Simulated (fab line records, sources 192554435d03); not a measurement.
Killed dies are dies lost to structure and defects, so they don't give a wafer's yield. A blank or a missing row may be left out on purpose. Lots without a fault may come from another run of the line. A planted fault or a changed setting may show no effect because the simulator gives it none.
A struck lot beside a sound one | flow n5_finfet | 15 steps out of a route of 1938
Sound: wafers L644.2, L644.4, L644.6. Struck: wafer L656.3. (L656.1 of the same lot was not struck and is left out.) The cause comes at the end.
At each step with rows: each side's tool, then ch and its chambers, then its first start. Under that, the readings that differ: sound wafers | struck wafers | difference of the means | sigmas: that difference in standard deviations of wafers without a fault.
alike: readings whose means differ by less than 2 such deviations, and words and numbers that are the same on both sides. not compared: withheld readings, readings that some wafer has no value for, bounds like >300 that may hide the same value, and numbers for which the record gives no deviation and whose values overlap.
The two part at a step that has a row with sigmas, a row that says differs or no value, or rows on one side only. Numbers that don't overlap but have no deviation are shown without sigmas and don't part them. A reading that every wafer of one side lacks parts them only if that side has two wafers or more.

first, 4 steps without rows for these wafers: N5_DUMMY_GATE_STRIP_38 (strips in N2/H2); N5_DUMMY_GATE_STRIP_39 (strips in N2/H2); N5_DUMMY_GATE_TRIM_49 (chemistry O2, time 29 s, target cd 14 nm); N5_DUMMY_GATE_STRIP_40 (strips in CF4).
N5_DUMMY_GATE_CD_MEAS_50: target cd 14 nm.
  sound on cd_sem-02, day 2 20:55; struck on cd_sem-02, day 5 22:28
  alike: cd_nm
N5_DUMMY_GATE_ETCH_31: etches SiO2 in C4F6/O2, target depth 82.5 nm, time 27.5 s.
  sound on rie_diel-05 ch 0,3, day 2 20:58; struck on rie_diel-02 ch 3, day 5 22:31
  alike: drypump_motor_current_A, oes_ar_750_au, oes_f_703_au, oes_product_au, rf_vpp_V, showerhead_plenum_p_Torr, throttle_valve_pct
  not compared: rf_hours_counter_h
N5_DUMMY_GATE_STRIP_41: strips in O2.
  sound on rie_diel-05 ch 0,3, day 2 21:00; struck on rie_diel-02 ch 3, day 5 22:34
  alike: drypump_motor_current_A, oes_product_au, rf_vpp_V, showerhead_plenum_p_Torr, throttle_valve_pct
  not compared: rf_hours_counter_h
then, 1 step without rows for these wafers: N5_DUMMY_GATE_HM_OPEN_21 (chemistry CH3F/O2, target SiNx, target depth 120 nm, time 171.4 s).
N5_DUMMY_GATE_ETCH_32: etches SiO2 in CF4, target depth 3.5 nm, time 3.9 s.
  sound on rie_si-05 ch 0,1,3, day 2 21:12; struck on rie_si-05 ch 0, day 5 22:46
  alike: drypump_motor_current_A, oes_product_au, throttle_valve_pct
  not compared: rf_hours_counter_h
N5_DUMMY_GATE_ETCH_23: etches poly-Si in HBr/Cl2/O2, target depth 41 nm, time 22.3 s.
  sound on rie_si-05 ch 0,1,3, day 2 21:14; struck on rie_si-05 ch 0, day 5 22:47
  alike: drypump_motor_current_A, oes_product_au, throttle_valve_pct
  not compared: rf_hours_counter_h
then, 1 step without rows for these wafers: N5_DUMMY_GATE_ETCH_44 (etches poly-Si in HBr/O2, stops on SiO2, target depth 127.5 nm).
N5_DUMMY_GATE_CD_MEAS_24: target cd 15 nm.
  sound on cd_sem-01, day 2 21:25; struck on cd_sem-01, day 5 22:58
  alike: cd_nm
N5_DUMMY_GATE_ETCH_42: etches SiO2 in CHF3/O2, target depth 3.5 nm, time 31 s.
  sound on rie_diel-06 ch 0,1,3, day 2 21:43; struck on rie_diel-02 ch 3, day 5 23:01
  reading                  | sound             | struck | difference | sigmas
  oes_ar_750_au (a.u.)     | 0.77 0.88 0.96    | 0.69   | -0.18      | -2
  oes_f_703_au (a.u.)      | 0.76 0.89 0.95    | 0.69   | -0.18      | -2
  model.etch.depth_nm (nm) | 3.436 3.538 3.537 | 5.667  | +2.163     |
  alike: drypump_motor_current_A, oes_product_au, rf_vpp_V, showerhead_plenum_p_Torr, throttle_valve_pct
  not compared: rf_hours_counter_h
N5_DUMMY_GATE_STRIP_48: strips in N2/H2, time 20 s.
  sound on rie_diel-06 ch 0,1,3, day 2 21:46; struck on rie_diel-02 ch 3, day 5 23:04
  reading               | sound          | struck | difference | sigmas
  oes_product_au (a.u.) | 0.78 0.88 0.95 | 0.68   | -0.19      | -2
  alike: bias_power_w, drypump_motor_current_A, rf_vpp_V, showerhead_plenum_p_Torr, throttle_valve_pct
  not compared: rf_hours_counter_h
-- the record jumps here: 5 days lie between the struck wafers' starts before and after (it left off in module DUMMY_GATE and takes up again in module BEOL_M4, whose first step shown is number 1111 of the route) --
N5_BEOL_M4_RC_MEAS_101:
  sound on prober-01 ch 0, day 7 14:14; struck on prober-02 ch 0, day 11 07:45
  reading       | sound          | struck | difference | sigmas
  DIBL_N (mV/V) | 35.1 37.0 33.9 | 38.3   | +3.0       | +2
  SS_P (mV/dec) | 73.2 72.8 72.7 | 74.3   | +1.4       | +3
  alike: DIBL_P, IOFF_N, IOFF_P, ION_N, ION_P, SS_N, VT_N, VT_P

WHERE THEY PART
First at N5_DUMMY_GATE_ETCH_42; last, within this record, at N5_BEOL_M4_RC_MEAS_101.

WHY: what the simulator had put in
Process parameter drift: rie_diel-02, from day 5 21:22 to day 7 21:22, at N5_DUMMY_GATE_ETCH_42. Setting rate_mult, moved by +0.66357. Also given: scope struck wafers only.
